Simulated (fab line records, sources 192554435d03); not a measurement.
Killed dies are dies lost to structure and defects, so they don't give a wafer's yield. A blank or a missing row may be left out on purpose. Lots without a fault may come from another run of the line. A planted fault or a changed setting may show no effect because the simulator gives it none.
A struck lot beside a sound one | flow n5_finfet | 38 steps out of a route of 1938
Sound: wafers L715.1, L715.5, L715.6. Struck: wafers L707.1, L707.3, L707.5. The cause comes at the end.
At each step with rows: each side's tool, then ch and its chambers, then its first start. Under that, the readings that differ: sound wafers | struck wafers | difference of the means | sigmas: that difference in standard deviations of wafers without a fault.
alike: readings whose means differ by less than 2 such deviations, and words and numbers that are the same on both sides. not compared: withheld readings, readings that some wafer has no value for, bounds like >300 that may hide the same value, and numbers for which the record gives no deviation and whose values overlap.
The two part at a step that has a row with sigmas, a row that says differs or no value, or rows on one side only. Numbers that don't overlap but have no deviation are shown without sigmas and don't part them. A reading that every wafer of one side lacks parts them only if that side has two wafers or more.

first, 9 steps without rows for these wafers: N5_BEOL_M4_ANNEAL_95 (time 240 s); N5_BEOL_M4_SPUTTER_96 (material Cu, target thk 4.5 nm, time 8.29 s); N5_BEOL_M4_ECD_50 (material Cu, target thk 300 nm); N5_BEOL_M4_ANNEAL_51 (time 90 s); N5_BEOL_M4_CMP_52 (polishes, stops on SiOC, t overpolish 6.8 s, target thk 40 nm); N5_BEOL_M4_PRE_CLEAN_60 (time 15 s); N5_BEOL_M4_CO_CAP_55 (material Co, precursor CCTBA/H2, target thk 2 nm, time 102.1 s); N5_BEOL_M4_PRE_CLEAN_56 (time 15 s); N5_BEOL_M4_DEP_57 (deposits SiCN from 3MS/NH3, target thk 8 nm, time 14 s).
N5_BEOL_M4_RC_MEAS_101:
  sound on prober-01 ch 0, day 10 11:02; struck on prober-01 ch 0, day 8 17:24
  alike: DIBL_N, DIBL_P, IOFF_N, IOFF_P, ION_N, ION_P, SS_N, SS_P, VT_N, VT_P
then, 24 steps without rows for these wafers: N5_BEOL_M5_ILD_DEP_00 (deposits SiCOH lowk from DEMS/porogen, target thk 140.64 nm, time 25.9 s); N5_BEOL_M5_CURE_79 (cures SiCOH lowk, time 240 s); N5_BEOL_M5_PECVD_70 (deposits SiO2 from TEOS/O2, target thk 16 nm, time 18 s); N5_BEOL_M5_HM_DEP_02 (deposits TiN, target thk 20 nm); N5_BEOL_M5_COAT_59 (time 60 s, resist thk 60 nm); N5_BEOL_M5_COAT_60 (time 60 s, resist thk 12 nm); N5_BEOL_M5_COAT_71 (time 60 s, resist thk 5 nm); N5_BEOL_M5_COAT_05 (resist thk 30 nm); N5_BEOL_M5_EBR_07; N5_BEOL_M5_SOFTBAKE_06 (time 60 s); N5_BEOL_M5_EXPOSE_08 (exposes mask M5, target cd 28 nm); N5_BEOL_M5_PEB_09 (peb time 60 s); N5_BEOL_M5_DEVELOP_10 (develop time 30 s); N5_BEOL_M5_DESCUM_16 (chemistry O2, time 7 s); N5_BEOL_M5_ETCH_72 (etches underlayer in N2/H2, target depth 6.5 nm, time 5.2 s); N5_BEOL_M5_ETCH_61 (etches SiARC in CF4, target depth 15.6 nm, time 26 s); N5_BEOL_M5_ETCH_62 (etches SOC in N2/H2, target depth 75 nm, overetch 15 nm, time 112.5 s); N5_BEOL_M5_STRIP_63 (strips in N2/H2); N5_BEOL_M5_STRIP_73 (strips in N2/H2); N5_BEOL_M5_STRIP_64 (strips in CF4); N5_BEOL_M5_HM_OPEN_17 (chemistry Cl2/BCl3, target TiN, target depth 20 nm, overetch 6 nm); N5_BEOL_M5_STRIP_19 (strips in O2); N5_BEOL_M5_COAT_65 (time 60 s, resist thk 60 nm); N5_BEOL_M5_COAT_66 (time 60 s, resist thk 12 nm).
-- the record jumps here: 3 days lie between the struck wafers' starts before and after (it left off in module BEOL_M5 and takes up again in module BEOL_M13, whose first step shown is number 1708 of the route) --
N5_BEOL_M13_ECD_47: material Cu, target thk 936 nm.
  sound on ecd_cu-01 ch 0,1, day 13 12:13; struck on ecd_cu-01 ch 0,1, day 11 15:02
N5_BEOL_M13_THK_MEAS_50: measures by xrf.
  sound on film_metro-02, day 13 13:03; struck on film_metro-02, day 11 15:47
  reading      | sound       | struck | difference                    | sigmas
  M13_THK (nm) | 433 417 428 | - - -  | no value on the struck wafers |
N5_BEOL_M13_RS_MEAS_54: measures by four-point-probe.
  sound on film_metro-02, day 13 13:11; struck on film_metro-02, day 11 15:55
  reading         | sound                | struck               | difference | sigmas
  M13_RS (ohm/sq) | 0.0446 0.0463 0.0450 | 56.511 56.092 57.184 | +56.550    | +99 or more
N5_PASSIVATION_PROBE_49:
  the record has rows for the struck wafers here (prober-01, day 12 19:46) and none for the sound ones

WHERE THEY PART
First at N5_BEOL_M13_THK_MEAS_50; last, within this record, at N5_PASSIVATION_PROBE_49.

WHY: what the simulator had put in
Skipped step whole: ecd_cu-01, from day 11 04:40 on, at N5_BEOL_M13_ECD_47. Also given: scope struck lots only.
